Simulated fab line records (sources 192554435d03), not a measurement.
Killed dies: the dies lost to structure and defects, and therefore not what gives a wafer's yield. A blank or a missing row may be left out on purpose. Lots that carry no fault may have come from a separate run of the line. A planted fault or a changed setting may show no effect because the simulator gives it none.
Code-filled problem report in 8D (eight disciplines) form	flow n5Finfet	the parts of the form that need people (team, actions taken, sign-off) are left out

1. THE PROBLEM
Mean of susceptorTempC at N5_BEOL_M2_ILD_DEP_00: 345.10 C across 6 wafers in 2 lots; on wafers with no fault it is 349.96 C (standard deviation 0.2). That is -24 standard deviations from the usual mean.
The step: deposits SiOC from DEMS/O2, target thk 79 nm, time 15.3 s.
Seen first at day 8 11:16 on pecvd-02, wafer L556.1. The record holds 30 wafers of 10 lots with a number at this step. The rule behind "out" and "out of limits": a value lying over 4 standard deviations away from the usual mean. The rest of the wafers with a number are treated as sound.

2. WHAT THIS IS AND IS NOT
question	is	is not
which readings at this step	susceptorTempC	heaterPowerW, showerheadPlenumPTorr
which lots	L556, L559	L549, L550, L555, L561, L563, L568, L569, L571
which wafers of those lots	all that have a number	-
read on which tools	pecvd-02	pecvd-01, pecvd-03
when	from day 8 11:16	up to then (9 sound wafers); but 15 sound wafers of L561, L563, L568, L569, L571 came after

3. WHAT RULES OUT EACH SUSPECT
Counting: any tool at a process step up to the reading is kept as a suspect provided that every lot that is out went through it and no sound lot did after the first of them.
- pecvd-02 at N5_BEOL_M2_ILD_DEP_00 (deposits SiOC from DEMS/O2, target thk 79 nm, time 15.3 s): kept. It ran every lot that is out, first L556 (day 8 11:16), and no sound lot after that; its last sound lot up to then is L550 (day 7 02:34). Out on those wafers are its own readings of susceptorTempC.
The count leaves pecvd-02 at N5_BEOL_M2_ILD_DEP_00.

4. THE CAUSE (what the simulator had put in)
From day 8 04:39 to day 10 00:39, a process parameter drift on pecvd-02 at N5_BEOL_M2_ILD_DEP_00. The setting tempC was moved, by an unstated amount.
Only this tool survived the counting.

5. THE EFFECT CHAIN, in route order
Each row: a reading where the mean over the struck wafers with a number is more than 3 standard deviations away from the usual. Only readings for which the record gives a usual standard deviation are gone through. hours: the time from each lot's start at the first step in this table that gives one to its start at this step, as a median over the lots. sigmas: the change in usual standard deviations.
hours	step	reading	usual	on struck wafers	change	sigmas
0	N5_BEOL_M2_ILD_DEP_00	susceptorTempC	349.96 C	345.10	-4.86	-24
Here are the process steps it includes:
- N5_BEOL_M2_ILD_DEP_00: deposits SiOC from DEMS/O2, target thk 79 nm, time 15.3 s.
Later measuring or inspecting steps at which every struck wafer that the step has a row for has a number for every such reading, and none has moved that far: N5_BEOL_M4_RC_MEAS_101.

6. WHAT WOULD HAVE CAUGHT IT SOONER
First out-of-limits reading in this record: day 8 11:16, which is 7 hours after fault onset at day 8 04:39.
